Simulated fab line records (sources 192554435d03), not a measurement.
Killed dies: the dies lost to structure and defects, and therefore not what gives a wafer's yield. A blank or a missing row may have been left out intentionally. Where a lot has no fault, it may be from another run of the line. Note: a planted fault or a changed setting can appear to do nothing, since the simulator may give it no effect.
fab line records    flow n5-finfet
record lots=7  wafers=21
route steps=1938 shown ZERO_LAYER@6 PMOS_HMC_CHANNEL_EPI@63 FIN_SAQP@100 FIN_CUT@157 DUMMY_GATE@221 SD_EPI_N@279
start-h: hours from the record's opening day to when the first of the lot's shown wafers began    wait-h: how many hours have passed since the lot's step before this one    " unchanged from the row above    L1.1+2: a row that stands for several wafers    - either no value or no given start    * or withheld: withheld    < > ~ a bound
route shown NAME@n: a module of which the file shows steps, and the number in the route of the first    usual: mean/standard deviation taken from wafers without a fault    same: alike in all rows    chamber/n: place in a boat    sites: the reading at each site    _std_site: the standard deviation of these    _edge_site: the outer-site mean with the inner-site mean subtracted    radius-mm: how far each site lies from the wafer's centre    mask NAME#n: copy n    behind: the tool/chamber that last shaped the wafer    hold: what put the lot on hold/how long, in hours/how the hold closed    device: transistor that didn't switch, given as n, p or np    end of line: tests of these same wafers at the route's end    where a step has no rows: the recipe by itself    killed: count of dies lost to structure and defects at first sort (not the wafer's yield)    map: shows each die of a wafer: x if killed, . if not, _ if none is there
set.NAME: the run value of the setting; set.NAME@STEP: its run value at that earlier step    model.NAME: the simulator's own value behind a step, which no gauge read
lots with deliberately changed settings; one table per step, one row per wafer
## steps
# step N5_ZERO_LAYER_COAT_05
# recipe spin-rpm=1500  resist-thk-nm=1000
lot.wafer  tool            chamber  start-h  wait-h  set.spin-rpm  model.coat_of_ZERO_LAYER_COAT_05.thk-nm
L080.1     litho-track-02  0        -        -       1446          1021
L080.4     "               0        "        "       1446          1023
L080.5     "               0        "        "       1500          1006
L083.3     litho-track-03  0        -        -       1616          958.7
L083.4     "               0        "        "       1616          957.7
L083.6     "               0        "        "       1500          994.1
L087.2     litho-track-05  0        -        -       1500          1002
L087.3     "               0        "        "       1500          1004
L087.5     "               0        "        "       1500          1003
L091.2     litho-track-05  0        -        -       1548          985.2
L091.5     "               0        "        "       1500          1003
L091.6     "               0        "        "       1500          1000
L095.3     litho-track-05  0        -        -       1500          1000
L095.4     "               0        "        "       1611          965
L095.5     "               0        "        "       1611          966.3
L096.1     litho-track-05  0        -        -       1500          998.8
L096.3     "               0        "        "       1500          998.6
L096.6     "               0        "        "       1500          993.5
L097.4     litho-track-03  0        -        -       1421          1022
L097.5     "               0        "        "       1500          993.9
L097.6     "               0        "        "       1421          1023
# step N5_ZERO_LAYER_EXPOSE_08
# recipe mask-id=ZERO  na=0.55  source-shape=conventional  sigma-outer=0.8  polarization=unpolarized  defocus-nm=0  target-cd-nm=2000  dose-mj=16.2
lot.wafer   tool            chamber  start-h  wait-h  mask    set.dose-mj
L080.1+4+5  krf-scanner-02  0        48.46    -       ZERO#0  16.2
L083.3+4+6  krf-scanner-01  0        66.60    -       ZERO#0  16.2
L087.2+3+5  krf-scanner-01  0        90.65    -       ZERO#0  16.2
L091.2+6    krf-scanner-01  0        114.63   -       ZERO#0  16.2
L091.5      "               0        "        "       ZERO#0  17.34
L095.3+4+5  krf-scanner-01  0        138.60   -       ZERO#0  16.2
L096.1+6    krf-scanner-02  0        144.61   -       ZERO#0  17.37
L096.3      "               0        "        "       ZERO#0  16.2
L097.4+6    krf-scanner-02  0        150.67   -       ZERO#0  16.2
L097.5      "               0        "        "       ZERO#0  15.5
# step N5_ZERO_LAYER_PEB_09
# recipe peb-temp-c=withheld  peb-time-s=*
# step N5_ZERO_LAYER_DEVELOP_10
# recipe develop-time-s=60  rinse-liquid=diw  dry=air-spin  dev-temp-c=21
# step N5_ZERO_LAYER_HARDBAKE_23
# recipe temp-c=130  time-s=120
# step N5_ZERO_LAYER_CD_MEAS_11
# recipe target-cd-nm=2000  landing-energy-ev=500  detector=se-inlens
# usual cd-nm=1999.9/2.1
lot.wafer  tool       chamber  start-h  wait-h  set.dose-mj@ZERO_LAYER_EXPOSE_08  cd-nm
L080.1     cd-sem-02  0        48.64    -       16.2                              1998.0
L080.4     "          0        "        "       16.2                              2000.5
L080.5     "          0        "        "       16.2                              2001.1
L083.3     cd-sem-02  0        66.77    -       16.2                              2004.0
L083.4     "          0        "        "       16.2                              2003.6
L083.6     "          0        "        "       16.2                              2000.6
L087.2     cd-sem-01  0        90.82    -       16.2                              1995.9
L087.3     "          0        "        "       16.2                              2003.5
L087.5     "          0        "        "       16.2                              1997.7
L091.2     cd-sem-02  0        114.80   -       16.2                              2000.4
L091.5     "          0        "        "       17.34                             2012.0
L091.6     "          0        "        "       16.2                              2003.2
L095.3     cd-sem-02  0        138.77   -       16.2                              2003.3
L095.4     "          0        "        "       16.2                              2003.5
L095.5     "          0        "        "       16.2                              2004.2
L096.1     cd-sem-01  0        144.78   -       17.37                             2015.8
L096.3     "          0        "        "       16.2                              2003.8
L096.6     "          0        "        "       17.37                             2015.1
L097.4     cd-sem-02  0        150.83   -       16.2                              2001.8
L097.5     "          0        "        "       15.5                              1995.0
L097.6     "          0        "        "       16.2                              2000.3
# step N5_ZERO_LAYER_DESCUM_16
# recipe chemistry=O2  time-s=7.9  source-power-w=50  bias-power-w=20  pressure-mtorr=20  rf-frequency-hz=2.712e+07  temp-c=40  o2-flow-sccm=225
lot.wafer  tool         chamber  start-h  wait-h  set.dose-mj@ZERO_LAYER_EXPOSE_08  model.ZERO_LAYER.cd-nm
L080.1     rie-diel-03  0        48.68    0.0     16.2                              1998
L080.4     "            3        "        "       16.2                              2000
L080.5     "            3        "        "       16.2                              2001
L083.3     rie-diel-01  2        66.80    0.0     16.2                              2004
L083.4     "            1        "        "       16.2                              2003
L083.6     "            3        "        "       16.2                              2001
L087.2     rie-diel-02  0        90.86    0.0     16.2                              1996
L087.3     "            1        "        "       16.2                              2004
L087.5     "            0        "        "       16.2                              1998
L091.2     rie-diel-03  2        114.96   0.2     16.2                              2000
L091.5     "            1        "        "       17.34                             2012
L091.6     "            0        "        "       16.2                              2003
L095.3     rie-diel-03  0        138.84   0.1     16.2                              2003
L095.4+5   "            1,0      "        "       16.2                              2004
L096.1     rie-diel-01  2        144.82   0.0     17.37                             2016
L096.3     "            3        "        "       16.2                              2004
L096.6     "            0        "        "       17.37                             2015
L097.4     rie-diel-03  0        150.87   0.0     16.2                              2002
L097.5     "            0        "        "       15.5                              1995
L097.6     "            3        "        "       16.2                              2001
# step N5_ZERO_LAYER_ETCH_17
# recipe chemistry=CF4  target=SiO2  target-depth-a=120  time-s=13.3  ion-energy-ev=350  pressure-mtorr=40  source-w=450  bias-w=215  Ar_flow_sccm=100  cf4-flow-sccm=100
# step N5_ZERO_LAYER_ETCH_18
# recipe chemistry=HBr/Cl2  target=Si  target-depth-a=1200  time-s=40  pressure-mtorr=10  icp-w=800  bias-w=75  HBr_flow_sccm=150  Cl2_flow_sccm=80
lot.wafer  tool       chamber  start-h  wait-h  set.spin-rpm@ZERO_LAYER_COAT_05  model.coat_of_ZERO_LAYER_COAT_05.thk-nm
L080.1     rie-si-03  1        48.79    0.0     1446                             950.5
L080.4     "          3        "        "       1446                             952.3
L080.5     "          0        "        "       1500                             936.1
L083.3     rie-si-01  3        66.91    0.0     1616                             888.8
L083.4     "          2        "        "       1616                             889.2
L083.6     "          0        "        "       1500                             923.7
L087.2     rie-si-06  1        90.97    0.0     1500                             933.6
L087.3     "          3        "        "       1500                             935.3
L087.5     "          3        "        "       1500                             934
L091.2     rie-si-03  1        115.07   0.0     1548                             915
L091.5     "          2        "        "       1500                             934.1
L091.6     "          3        "        "       1500                             930.1
L095.3     rie-si-01  0        138.95   0.0     1500                             930.7
L095.4     "          2        "        "       1611                             896.6
L095.5     "          1        "        "       1611                             897.6
L096.1     rie-si-03  2        144.93   0.0     1500                             930.7
L096.3     "          3        "        "       1500                             928.9
L096.6     "          2        "        "       1500                             924.4
L097.4     rie-si-03  0        150.98   0.0     1421                             952.5
L097.5     "          1        "        "       1500                             924.3
L097.6     "          2        "        "       1421                             954.6
# step N5_ZERO_LAYER_STRIP_24
# recipe chemistry=O2  power-w=1000  temp-c=250  overash-fraction=0.3  pressure-mtorr=1000  o2-flow-sccm=6750
# usual strip-time-to-endpoint-s=43.85/0.1
lot.wafer  tool             chamber  start-h  wait-h  set.spin-rpm@ZERO_LAYER_COAT_05  strip-time-to-endpoint-s
L080.1     plasma-asher-01  0        48.89    0.1     1446                             44.46
L080.4     "                1        "        "       1446                             44.51
L080.5     "                0        "        "       1500                             44.04
L083.3     plasma-asher-01  0        67.04    0.1     1616                             42.61
L083.4     "                1        "        "       1616                             42.61
L083.6     "                0        "        "       1500                             43.64
L087.2     plasma-asher-01  1        91.07    0.1     1500                             43.94
L087.3     "                1        "        "       1500                             44.01
L087.5     "                1        "        "       1500                             43.95
L091.2     plasma-asher-02  1        115.17   0.1     1548                             43.39
L091.5     "                0        "        "       1500                             43.96
L091.6     "                1        "        "       1500                             43.83
L095.3     plasma-asher-01  0        139.11   0.1     1500                             43.86
L095.4     "                1        "        "       1611                             42.82
L095.5     "                0        "        "       1611                             42.87
L096.1     plasma-asher-02  1        145.04   0.1     1500                             43.85
L096.3     "                0        "        "       1500                             43.79
L096.6     "                1        "        "       1500                             43.69
L097.4     plasma-asher-01  0        151.12   0.1     1421                             44.51
L097.5     "                1        "        "       1500                             43.64
L097.6     "                0        "        "       1421                             44.57
# step N5_PMOS_HMC_CHANNEL_EPI_PEB_07
# recipe peb-temp-c=110  peb-time-s=60  resist=CAR-ArF-block
lot.wafer   tool            chamber  start-h  wait-h  set.peb-time-s
L080.1+4+5  litho-track-02  0        53.41    0.1     60
L083.3+4+6  litho-track-03  0        71.26    0.0     60
L087.2+3+5  litho-track-01  0        95.19    0.0     60
L091.2+5    litho-track-01  0        119.35   0.0     73.43
L091.6      "               0        "        "       60
L095.3+5    litho-track-02  0        143.46   0.0     60
L095.4      "               0        "        "       46.98
L096.1+3    litho-track-02  0        149.56   0.1     60
L096.6      "               0        "        "       50.3
L097.4      litho-track-03  0        155.31   0.0     65.49
L097.5+6    "               0        "        "       60
# step N5_PMOS_HMC_CHANNEL_EPI_DEVELOP_08
# recipe develop-time-s=30  developer=TMAH  resist=CAR-ArF-block  dev-temp-c=23  rinse-liquid=diw  dry=air-spin
# step N5_PMOS_HMC_CHANNEL_EPI_CD_MEAS_09
# recipe target-cd-nm=237.4  landing-energy-ev=500  detector=se-inlens
# usual cd-nm=237.4/0.96
lot.wafer  tool       chamber  start-h  wait-h  set.peb-time-s@PMOS_HMC_CHANNEL_EPI_PEB_07  cd-nm
L080.1     cd-sem-01  0        53.48    -       60                                          236.0
L080.4     "          0        "        "       60                                          240.3
L080.5     "          0        "        "       60                                          236.1
L083.3     cd-sem-01  0        71.32    -       60                                          238.7
L083.4     "          0        "        "       60                                          234.5
L083.6     "          0        "        "       60                                          237.7
L087.2     cd-sem-02  0        95.26    -       60                                          237.4
L087.3     "          0        "        "       60                                          237.2
L087.5     "          0        "        "       60                                          237.4
L091.2     cd-sem-03  0        119.42   -       73.43                                       241.4
L091.5     "          0        "        "       73.43                                       241.3
L091.6     "          0        "        "       60                                          233.7
L095.3     cd-sem-03  0        143.53   -       60                                          237.3
L095.4     "          0        "        "       46.98                                       230.7
L095.5     "          0        "        "       60                                          238.1
L096.1     cd-sem-01  0        149.62   -       60                                          236.8
L096.3     "          0        "        "       60                                          237.9
L096.6     "          0        "        "       50.3                                        230.1
L097.4     cd-sem-02  0        155.38   -       65.49                                       242.0
L097.5     "          0        "        "       60                                          235.4
L097.6     "          0        "        "       60                                          240.3
# step N5_PMOS_HMC_CHANNEL_EPI_DESCUM_14
# recipe chemistry=O2  time-s=7.9  source-power-w=50  bias-power-w=20  pressure-mtorr=20  rf-frequency-hz=2.712e+07  temp-c=40  resist=CAR-ArF-block  o2-flow-sccm=225
lot.wafer  tool         chamber  start-h  wait-h  set.peb-time-s@PMOS_HMC_CHANNEL_EPI_PEB_07  model.PMOS_HMC_CHANNEL_EPI.cd-nm
L080.1     rie-diel-02  2        53.57    0.0     60                                          236.5
L080.4     "            0        "        "       60                                          240.1
L080.5     "            1        "        "       60                                          236.4
L083.3     rie-diel-02  0        71.52    0.1     60                                          238.7
L083.4     "            1        "        "       60                                          234.6
L083.6     "            0        "        "       60                                          237.8
L087.2+3   rie-diel-03  0,3      95.45    0.1     60                                          237.6
L087.5     "            3        "        "       60                                          237.3
L091.2     rie-diel-01  2        119.88   0.4     73.43                                       241
L091.5     "            3        "        "       73.43                                       241.5
L091.6     "            0        "        "       60                                          233.7
L095.3     rie-diel-03  2        143.62   0.0     60                                          237.3
L095.4     "            1        "        "       46.98                                       230.7
L095.5     "            0        "        "       60                                          238.1
L096.1     rie-diel-03  1        149.71   0.0     60                                          236.8
L096.3     "            3        "        "       60                                          237.8
L096.6     "            3        "        "       50.3                                        230.3
L097.4     rie-diel-03  2        155.47   0.0     65.49                                       242.1
L097.5     "            3        "        "       60                                          235.9
L097.6     "            0        "        "       60                                          240.2
# step N5_FIN_SAQP_PECVD_06
# recipe material=a-Si  target-thk-a=600  temp-c=400  precursor=SiH4/He  pressure-torr=3  rf-w=100  time-s=48.1
lot.wafer  tool      chamber  start-h  wait-h  set.time-s  model.a-Si_of_FIN_SAQP_PECVD_06.thk-nm
L080.1     pecvd-02  2        57.28    0.0     48.1        60.07
L080.4     "         1        "        "       50.35       63.7
L080.5     "         0        "        "       48.1        61.02
L083.3     pecvd-02  0        75.53    0.0     48.1        60.75
L083.4     "         2        "        "       54.24       68.02
L083.6     "         2        "        "       54.24       67.79
L087.2     pecvd-03  1        99.93    0.0     48.1        58.66
L087.3     "         0        "        "       48.1        60.47
L087.5     "         1        "        "       48.1        60
L091.2     pecvd-02  1        123.53   0.0     45.4        56.63
L091.5     "         0        "        "       48.1        61.01
L091.6     "         2        "        "       45.4        57.74
L095.3     pecvd-01  1        147.80   0.0     48.1        60.51
L095.4     "         2        "        "       53.8        68.34
L095.5     "         2        "        "       53.8        67.68
L096.1     pecvd-03  1        153.44   0.0     48.1        58.19
L096.3     "         0        "        "       54.17       68.38
L096.6     "         1        "        "       48.1        59.57
L097.4     pecvd-03  0        159.11   0.0     43.61       55.94
L097.5     "         1        "        "       43.61       54.01
L097.6     "         2        "        "       43.61       54.88
# step N5_FIN_SAQP_THK_MEAS_07
# usual thk-nm=60.2/0.93
lot.wafer  tool           chamber  start-h  wait-h  set.time-s@FIN_SAQP_PECVD_06  thk-nm
L080.1     film-metro-01  -        57.37    0.1     48.1                          60.1
L080.4     "              -        "        "       50.35                         63.7
L080.5     "              -        "        "       48.1                          61.0
L083.3     film-metro-01  -        75.62    0.1     48.1                          60.7
L083.4     "              -        "        "       54.24                         68.0
L083.6     "              -        "        "       54.24                         67.8
L087.2     film-metro-01  -        100.02   0.1     48.1                          58.7
L087.3     "              -        "        "       48.1                          60.5
L087.5     "              -        "        "       48.1                          60.1
L091.2     film-metro-02  -        123.62   0.1     45.4                          56.6
L091.5     "              -        "        "       48.1                          61.0
L091.6     "              -        "        "       45.4                          57.8
L095.3     film-metro-02  -        147.89   0.1     48.1                          60.6
L095.4     "              -        "        "       53.8                          68.3
L095.5     "              -        "        "       53.8                          67.7
L096.1     film-metro-02  -        153.53   0.1     48.1                          58.2
L096.3     "              -        "        "       54.17                         68.4
L096.6     "              -        "        "       48.1                          59.6
L097.4     film-metro-01  -        159.17   0.0     43.61                         56.0
L097.5     "              -        "        "       43.61                         54.0
L097.6     "              -        "        "       43.61                         54.9
# step N5_FIN_SAQP_COAT_49
# recipe resist=SOC  temp-c=250  time-s=60  spin-rpm=1500  resist-thk-nm=100
lot.wafer   tool            chamber  start-h  wait-h  set.time-s
L080.1+4+5  litho-track-05  0        57.48    0.1     72.96
L083.3+4    litho-track-05  0        75.76    0.1     73.32
L083.6      "               0        "        "       60
L087.2+3+5  litho-track-04  0        100.13   0.1     60
L091.2+5    litho-track-02  0        123.73   0.1     60
L091.6      "               0        "        "       56.49
L095.3+5    litho-track-02  0        148.00   0.1     60
L095.4      "               0        "        "       67.71
L096.1+3+6  litho-track-04  0        153.64   0.1     60
L097.4      litho-track-05  0        159.31   0.1     60
L097.5+6    "               0        "        "       63.71
# step N5_FIN_SAQP_COAT_50
# recipe resist=SiARC  temp-c=220  time-s=60  spin-rpm=1500  resist-thk-nm=35
# step N5_FIN_SAQP_COAT_10
# recipe resist=CAR-ArF  spin-rpm=1500  resist-thk-nm=90
# step N5_FIN_SAQP_HM_OPEN_73
# recipe chemistry=CHF3/O2  target=SiO2  stop-on=a-Si  target-depth-a=120  over-etch-frac=1.8  mask-material=SOC  time-s=16.8  pressure-mtorr=30  source-w=650  bias-w=170  Ar_flow_sccm=200  CHF3_flow_sccm=50  O2_flow_sccm=5  ion-energy-ev=200  ends=end-point
# step N5_FIN_SAQP_STRIP_74
# recipe chemistry=CHF3/O2  resist=SiARC  rf-frequency-hz=6e+07
# step N5_FIN_SAQP_MANDREL_ETCH_22
# recipe target-depth-a=600  chemistry=HBr/Cl2  target=a-Si  stop-on=SiNx  bt-time-s=10  over-etch-frac=0.5  time-s=30  pressure-mtorr=10  icp-w=800  bias-w=75  HBr_flow_sccm=150  Cl2_flow_sccm=80  ends=end-point
# usual oes-product-au=0.766/0.016
lot.wafer  tool       chamber  start-h  wait-h  set.time-s@FIN_SAQP_PECVD_06  oes-product-au  model.etch.depth-nm
L080.1     rie-si-01  2        58.23    0.0     48.1                          0.773           60.07
L080.4     "          3        "        "       50.35                         0.799           63.53
L080.5     "          0        "        "       48.1                          0.764           61.01
L083.3     rie-si-06  3        76.53    0.0     48.1                          0.765           60.75
L083.4     "          1        "        "       54.24                         0.811           67.96
L083.6     "          3        "        "       54.24                         0.821           67.63
L087.2     rie-si-01  0        101.51   0.0     48.1                          0.740           58.66
L087.3     "          2        "        "       48.1                          0.779           60.47
L087.5     "          2        "        "       48.1                          0.770           60
L091.2     rie-si-03  2        124.51   0.0     45.4                          0.725           56.63
L091.5     "          0        "        "       48.1                          0.790           60.9
L091.6     "          1        "        "       45.4                          0.762           57.74
L095.3     rie-si-01  0        148.77   0.0     48.1                          0.750           60.51
L095.4     "          2        "        "       53.8                          0.842           68.33
L095.5     "          1        "        "       53.8                          0.814           67.68
L096.1     rie-si-01  2        154.39   0.0     48.1                          0.744           58.19
L096.3     "          1        "        "       54.17                         0.822           68.38
L096.6     "          3        "        "       48.1                          0.773           59.57
L097.4     rie-si-01  3        160.06   0.0     43.61                         0.735           55.94
L097.5     "          3        "        "       43.61                         0.726           54
L097.6     "          2        "        "       43.61                         0.726           54.72
# step N5_FIN_CUT_COAT_02
# recipe resist=CAR-EUV  spin-rpm=1500  resist-thk-nm=30
lot.wafer   tool            chamber  start-h  wait-h  set.spin-rpm  model.CAR-EUV_of_FIN_CUT_COAT_02.thk-nm
L080.1      litho-track-03  0        -        -       1372          31.2
L080.4      "               0        "        "       1500          30
L080.5      "               0        "        "       1500          29.8
L083.3+4+6  litho-track-01  0        -        -       1500          30
L087.2+3+5  litho-track-01  0        -        -       1500          30
L091.2+6    litho-track-03  0        -        -       1613          29
L091.5      "               0        "        "       1500          30.2
L095.3+4+5  litho-track-04  0        -        -       1500          30
L096.1+3    litho-track-04  0        -        -       1500          30
L096.6      "               0        "        "       1407          31
L097.4+6    litho-track-04  0        -        -       1500          30
L097.5      "               0        "        "       1364          31.4
# step N5_FIN_CUT_EBR_04
# recipe solvent=PGMEA  ebr-width-mm=1.5
# step N5_FIN_CUT_SOFTBAKE_03
# recipe temp-c=110  time-s=60  resist=CAR-EUV
# step N5_FIN_CUT_DESCUM_13
# recipe chemistry=O2  time-s=7  source-power-w=50  bias-power-w=20  pressure-mtorr=20  rf-frequency-hz=2.712e+07  temp-c=40  resist=CAR-EUV  o2-flow-sccm=225
# step N5_FIN_CUT_ETCH_30
# recipe chemistry=N2/H2  target=underlayer  target-depth-a=130  mask-material=CAR-EUV  time-s=10.4  ion-energy-ev=200  pressure-mtorr=30  source-w=840  bias-w=150  n2-flow-sccm=200  h2-flow-sccm=200  ends=cleared
lot.wafer   tool         chamber  start-h  wait-h  set.spin-rpm@FIN_CUT_COAT_02  model.CAR-EUV_of_FIN_CUT_COAT_02.thk-nm
L080.1      rie-diel-03  3        63.50    0.0     1372                          16
L080.4      "            0        "        "       1500                          14.4
L080.5      "            0        "        "       1500                          14.6
L083.3+4+6  rie-diel-03  1,0,2    81.23    0.0     1500                          14.6
L087.2      rie-diel-01  2        107.00   0.0     1500                          14.8
L087.3+5    "            3,0      "        "       1500                          14.6
L091.2      rie-diel-03  1        128.85   0.0     1613                          13.6
L091.5      "            3        "        "       1500                          15
L091.6      "            1        "        "       1613                          13.4
L095.3      rie-diel-01  0        153.41   0.0     1500                          14.6
L095.4+5    "            2,1      "        "       1500                          14.8
L096.1      rie-diel-03  3        159.14   0.0     1500                          14.8
L096.3      "            1        "        "       1500                          14.6
L096.6      "            3        "        "       1407                          15.8
L097.4      rie-diel-03  1        164.67   0.0     1500                          14.4
L097.5      "            2        "        "       1364                          16
L097.6      "            3        "        "       1500                          14.8
# step N5_DUMMY_GATE_PECVD_30
# recipe material=SiO2  target-thk-a=550  temp-c=400  precursor=TEOS/O2  pressure-torr=6.5  rf-w=withheld  teos-flow-sccm=withheld  gas=O2  flow-sccm=2650  time-s=10.8
lot.wafer  tool      chamber  start-h  wait-h  set.time-s  model.SiO2_of_DUMMY_GATE_PECVD_30.thk-nm
L080.1     pecvd-01  2        81.53    0.0     9.213       45.8
L080.4     "         2        "        "       9.213       46.4
L080.5     "         1        "        "       10.8        52.4
L083.3     pecvd-04  2        100.22   0.0     9.729       50.2
L083.4     "         1        "        "       10.8        56
L083.6     "         0        "        "       9.729       50.8
L087.2     pecvd-01  2        126.19   0.0     10.8        54.6
L087.3     "         0        "        "       10.8        53.6
L087.5     "         1        "        "       10.8        54.4
L091.2     pecvd-02  0        146.86   0.0     10.8        55.2
L091.5     "         1        "        "       10.12       53
L091.6     "         0        "        "       10.12       52.8
L095.3     pecvd-04  0        172.88   0.0     12.22       62.2
L095.4     "         0        "        "       12.22       63.2
L095.5     "         1        "        "       10.8        56
L096.1     pecvd-01  1        177.13   0.0     10.8        53.2
L096.3     "         0        "        "       10.8        53.8
L096.6     "         2        "        "       10.8        54.6
L097.4     pecvd-02  1        184.90   0.1     10.8        54.2
L097.5     "         2        "        "       10.8        55
L097.6     "         0        "        "       11.89       60
# step N5_SD_EPI_N_ETCH_16
# recipe chemistry=CHF3/O2  target=SiO2  target-depth-a=50  mask-material=SOC  pressure-mtorr=30  source-w=650  bias-w=170  Ar_flow_sccm=200  CHF3_flow_sccm=50  O2_flow_sccm=5  ion-energy-ev=200
lot.wafer  tool         chamber  start-h  wait-h  set.target-depth-a  model.etch.depth-nm
L080.1     rie-diel-06  1        85.46    0.1     50                  5.085
L080.4     "            3        "        "       47.84               4.696
L080.5     "            0        "        "       50                  4.999
L083.3     rie-diel-05  2        103.60   0.1     50                  4.924
L083.4     "            3        "        "       50                  4.823
L083.6     "            2        "        "       50                  4.892
L087.2     rie-diel-05  3        129.58   0.1     50                  4.911
L087.3     "            1        "        "       50                  5.066
L087.5     "            1        "        "       50                  5.064
L091.2     rie-diel-05  3        150.17   0.1     50                  4.881
L091.5     "            2        "        "       43.95               4.253
L091.6     "            3        "        "       50                  4.866
L095.3     rie-diel-05  2        176.53   0.1     48.01               4.674
L095.4     "            3        "        "       48.01               4.617
L095.5     "            0        "        "       48.01               4.884
L096.1     rie-diel-04  1        180.65   0.1     50                  4.984
L096.3     "            0        "        "       55.47               5.337
L096.6     "            1        "        "       50                  4.965
L097.4     rie-diel-04  0        190.53   0.1     50                  4.782
L097.5     "            0        "        "       50                  4.811
L097.6     "            3        "        "       50                  4.893
## key
split step=N5_ZERO_LAYER_COAT_05  setting=spin-rpm  stated=1500  by=wafer
response step=N5_ZERO_LAYER_COAT_05  reading=model.coat_of_ZERO_LAYER_COAT_05.thk-nm  change=-4.79  per=1%  r=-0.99
response step=N5_ZERO_LAYER_ETCH_18  reading=model.coat_of_ZERO_LAYER_COAT_05.thk-nm  change=-4.72  per=1%  r=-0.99
response step=N5_ZERO_LAYER_STRIP_24  reading=strip-time-to-endpoint-s  change=*  per=1%  r=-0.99
split step=N5_ZERO_LAYER_EXPOSE_08  setting=dose-mj  stated=16.2  by=wafer
response step=N5_ZERO_LAYER_CD_MEAS_11  reading=cd-nm  change=+1.51  per=1%  r=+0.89
response step=N5_ZERO_LAYER_DESCUM_16  reading=model.ZERO_LAYER.cd-nm  change=+1.52  per=1%  r=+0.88
split step=N5_PMOS_HMC_CHANNEL_EPI_PEB_07  setting=peb-time-s  stated=60  by=wafer
response step=N5_PMOS_HMC_CHANNEL_EPI_CD_MEAS_09  reading=cd-nm  change=+0.365  per=1%  r=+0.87
response step=N5_PMOS_HMC_CHANNEL_EPI_DESCUM_14  reading=model.PMOS_HMC_CHANNEL_EPI.cd-nm  change=+0.357  per=1%  r=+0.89
split step=N5_FIN_SAQP_PECVD_06  setting=time-s  stated=48.1  by=wafer
response step=N5_FIN_SAQP_PECVD_06  reading=model.a-Si_of_FIN_SAQP_PECVD_06.thk-nm  change=+0.652  per=1%  r=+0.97
response step=N5_FIN_SAQP_THK_MEAS_07  reading=thk-nm  change=*  per=1%  r=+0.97
response step=N5_FIN_SAQP_MANDREL_ETCH_22  reading=oes-product-au  change=+0.00538  per=1%  r=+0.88
response step=N5_FIN_SAQP_MANDREL_ETCH_22  reading=model.etch.depth-nm  change=+0.646  per=1%  r=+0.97
split step=N5_FIN_SAQP_COAT_49  setting=time-s  stated=60  by=wafer
response none clear
split step=N5_FIN_CUT_COAT_02  setting=spin-rpm  stated=1500  by=wafer
response step=N5_FIN_CUT_COAT_02  reading=model.CAR-EUV_of_FIN_CUT_COAT_02.thk-nm  change=-0.156  per=1%  r=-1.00
response step=N5_FIN_CUT_ETCH_30  reading=model.CAR-EUV_of_FIN_CUT_COAT_02.thk-nm  change=-0.174  per=1%  r=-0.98
split step=N5_DUMMY_GATE_PECVD_30  setting=time-s  stated=10.8  by=wafer
response step=N5_DUMMY_GATE_PECVD_30  reading=model.SiO2_of_DUMMY_GATE_PECVD_30.thk-nm  change=+0.484  per=1%  r=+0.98
split step=N5_SD_EPI_N_ETCH_16  setting=target-depth-a  stated=50  by=wafer
response step=N5_SD_EPI_N_ETCH_16  reading=model.etch.depth-nm  change=+0.0456  per=1%  r=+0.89
